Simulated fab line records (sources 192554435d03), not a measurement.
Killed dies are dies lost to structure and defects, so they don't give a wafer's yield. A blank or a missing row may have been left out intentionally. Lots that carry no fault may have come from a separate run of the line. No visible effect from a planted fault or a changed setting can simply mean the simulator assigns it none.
Chamber matching | flow n5_finfet | 4 sister chambers for N5_BEOL_M3_ETCHBACK_99 on rie_diel-05
The step etches SiO2 in CHF3, target depth 5 nm, time 10.4 s. 16 wafers are shown with their chamber, then 8 later ones without.

## WAFERS PAIRED WITH THEIR CHAMBERS
wafer  | chamber | drypump_motor_current_A (A) | rf_vpp_V (V) | showerhead_plenum_p_Torr (Torr)
L074.1 | 1       | 5.8                         | 233          | 2.22
L074.2 | 2       | 5.1                         | 246          | 2.26
L074.4 | 0       | 6.0                         | 242          | 2.17
L076.1 | 3       | 5.2                         | 246          | 2.19
L076.2 | 2       | 5.1                         | 246          | 2.26
L076.4 | 1       | 5.9                         | 234          | 2.22
L075.3 | 3       | 5.2                         | 245          | 2.19
L075.4 | 1       | 5.8                         | 235          | 2.22
L075.6 | 2       | 5.1                         | 246          | 2.26
L083.1 | 1       | 5.8                         | 233          | 2.22
L083.2 | 3       | 5.2                         | 246          | 2.18
L083.5 | 3       | 5.1                         | 245          | 2.18
L090.4 | 0       | 6.0                         | 241          | 2.16
L090.5 | 2       | 5.1                         | 246          | 2.25
L090.6 | 1       | 5.8                         | 233          | 2.21
L091.2 | 1       | 5.8                         | 234          | 2.21

SIGNATURES (means of the wafers above)
reading                  | chamber 0 | chamber 1 | chamber 2 | chamber 3 | scatter within a chamber
drypump_motor_current_A  | 6.000     | 5.817     | 5.100     | 5.175     | 0.0363
rf_vpp_V                 | 241.50    | 233.67    | 246.00    | 245.50    | 0.635
showerhead_plenum_p_Torr | 2.1650    | 2.2167    | 2.2575    | 2.1850    | 0.00546
Rule: a wafer lies at a distance from a chamber equal to the root of the sum of squares, over the readings, of (its reading less the chamber's mean, divided by the reading's scatter). If the next closest chamber is less than 2 further off than the closest, the wafer can't be placed; otherwise it belongs to the closest. The scatter: the root of (the sum of the squares of (reading less its chamber's mean) over the shown wafers, divided by (wafers less chambers)).

## WAFERS WHOSE CHAMBER IS MISSING
wafer  | drypump_motor_current_A (A) | rf_vpp_V (V) | showerhead_plenum_p_Torr (Torr)
L091.3 | 6.1                         | 241          | 2.16
L091.5 | 5.8                         | 234          | 2.21
L095.1 | 6.0                         | 243          | 2.16
L095.3 | 5.1                         | 245          | 2.25
L095.5 | 5.9                         | 234          | 2.21
L096.2 | 5.2                         | 245          | 2.17
L096.4 | 6.0                         | 242          | 2.16
L096.6 | 5.1                         | 245          | 2.24

## EACH ONE'S CHAMBER
wafer  | from the rows above | in truth
L091.3 | 0                   | 0
L091.5 | 1                   | 1
L095.1 | 0                   | 0
L095.3 | 2                   | 2
L095.5 | 1                   | 1
L096.2 | 3                   | 3
L096.4 | 0                   | 0
L096.6 | 2                   | 2
8 of 8 placed correctly. From these rows, 0 cannot be placed. Number placed wrongly: 0.
